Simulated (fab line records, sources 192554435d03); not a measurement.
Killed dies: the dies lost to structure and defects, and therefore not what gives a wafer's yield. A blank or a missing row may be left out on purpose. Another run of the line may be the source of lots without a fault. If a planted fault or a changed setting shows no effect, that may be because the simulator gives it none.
Split-lot experiment | flow n5Finfet | 39 wafers read from 7 lots, route of 1938 steps

== THE SPLIT ITSELF ==
At N5_MIM_BOT_LITHO_DEVELOP_07 (develop time 60 s), the setting developTimeS was moved away from the recipe's 60 s on 12 of the 39 wafers read, by -52.3% to +58.6%. All remaining wafers had this setting at the recipe value.

== FROM THE SPLIT ON TO THE READING: in between, the file shows 1 step ==
- N5_MIM_BOT_LITHO_HARDBAKE_09: time 120 s

== THE READING ==
cdNm (nm) at N5_MIM_BOT_LITHO_CD_MEAS_08, where the cd target is 3000 nm. Typical for fault-free wafers on this fab line: 3001.3 nm, with standard deviation 2.1 nm.

wafer  | tool, chamber at the split | developTimeS as run, s | against the recipe | cdNm, nm | against lot-mates on the recipe
L077.1 | lithoTrack-03, 0           | 28.6                   | -52.3%             | 2986.3   | -15.0
L077.2 | lithoTrack-03, 0           | 28.6                   | -52.3%             | 2988.9   | -12.4
L077.3 | lithoTrack-03, 0           | 28.6                   | -52.3%             | 2986.8   | -14.5
L077.4 | lithoTrack-03, 0           | 60                     | recipe             | 3000.5   | -
L077.5 | lithoTrack-03, 0           | 60                     | recipe             | 3001.7   | -
L077.6 | lithoTrack-03, 0           | 60                     | recipe             | 3001.8   | -
L079.1 | lithoTrack-04, 0           | 60                     | recipe             | 3001.5   | -
L079.2 | lithoTrack-04, 0           | 89.81                  | +49.7%             | 3006.6   | +6.1
L079.3 | lithoTrack-04, 0           | 60                     | recipe             | 2998.1   | -
L079.4 | lithoTrack-04, 0           | 89.81                  | +49.7%             | 3009.0   | +8.5
L079.5 | lithoTrack-04, 0           | 60                     | recipe             | 3001.9   | -
L079.6 | lithoTrack-04, 0           | 89.81                  | +49.7%             | 3007.0   | +6.5
L083.1 | lithoTrack-02, 0           | 60                     | recipe             | 3001.4   | -
L083.2 | lithoTrack-02, 0           | 60                     | recipe             | 3002.1   | -
L083.5 | lithoTrack-02, 0           | 60                     | recipe             | 3002.6   | -
L084.1 | lithoTrack-02, 0           | 95.18                  | +58.6%             | 3010.9   | +7.9
L084.2 | lithoTrack-02, 0           | 95.18                  | +58.6%             | 3011.8   | +8.8
L084.3 | lithoTrack-02, 0           | 60                     | recipe             | 3003.0   | -
L084.4 | lithoTrack-02, 0           | 95.18                  | +58.6%             | 3008.2   | +5.2
L084.5 | lithoTrack-02, 0           | 60                     | recipe             | 3003.5   | -
L084.6 | lithoTrack-02, 0           | 60                     | recipe             | 3002.4   | -
L086.1 | lithoTrack-02, 0           | 85.81                  | +43.0%             | 3006.4   | +7.3
L086.2 | lithoTrack-02, 0           | 85.81                  | +43.0%             | 3008.2   | +9.1
L086.3 | lithoTrack-02, 0           | 60                     | recipe             | 2998.4   | -
L086.4 | lithoTrack-02, 0           | 85.81                  | +43.0%             | 3007.3   | +8.2
L086.5 | lithoTrack-02, 0           | 60                     | recipe             | 2998.9   | -
L086.6 | lithoTrack-02, 0           | 60                     | recipe             | 3000.1   | -
L090.1 | lithoTrack-03, 0           | 60                     | recipe             | 3004.5   | -
L090.2 | lithoTrack-03, 0           | 60                     | recipe             | 2999.5   | -
L090.3 | lithoTrack-03, 0           | 60                     | recipe             | 3001.3   | -
L090.4 | lithoTrack-03, 0           | 60                     | recipe             | 3003.7   | -
L090.5 | lithoTrack-03, 0           | 60                     | recipe             | 3003.3   | -
L090.6 | lithoTrack-03, 0           | 60                     | recipe             | 3003.1   | -
L091.1 | lithoTrack-04, 0           | 60                     | recipe             | 2997.8   | -
L091.2 | lithoTrack-04, 0           | 60                     | recipe             | 3003.7   | -
L091.3 | lithoTrack-04, 0           | 60                     | recipe             | 3005.4   | -
L091.4 | lithoTrack-04, 0           | 60                     | recipe             | 3001.8   | -
L091.5 | lithoTrack-04, 0           | 60                     | recipe             | 3000.2   | -
L091.6 | lithoTrack-04, 0           | 60                     | recipe             | 3002.1   | -

FIT RESULTS
A straight line over all 39 wafers: cdNm changes by +0.179 nm for each +1% of developTimeS; r = +0.91; the points scatter about the line by 2.4 nm.
The same after taking each lot's own level away (the mean of its wafers on the recipe; 39 wafers): +0.185 nm for each +1%; r = +0.93; scatter 2.1 nm.
According to that fit, moving developTimeS by its largest amount changes the reading by 11 nm.
Across the lots, their own levels run from 2999.13 to 3002.97 nm, a range of 1.8 times the standard deviation given above.
Consequently the slope shifts little with the lot-to-lot level, the two slopes agreeing.
Check: for one of the wafers moved furthest among these (+58.6%), held out of the fit, the line's prediction against its lot-mates is +10.4 nm. Against them it came out at +7.93 nm.

== FURTHER SPLITS ON THESE WAFERS ==
Other splits were also applied to these wafers ahead of the reading. Each is held against what the fit with the lots' levels taken away leaves over:
other split on the same wafers | wafers away from the commonest value | r with cdNm (lot level and that fit taken away)
N5_BEOL_M14_ILD_DEP_00 timeS   | 15                                   | +0.31

== THE FILE'S OWN FIT ==
cdNm changes by +0.177 nm for each +1% of developTimeS, r = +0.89.
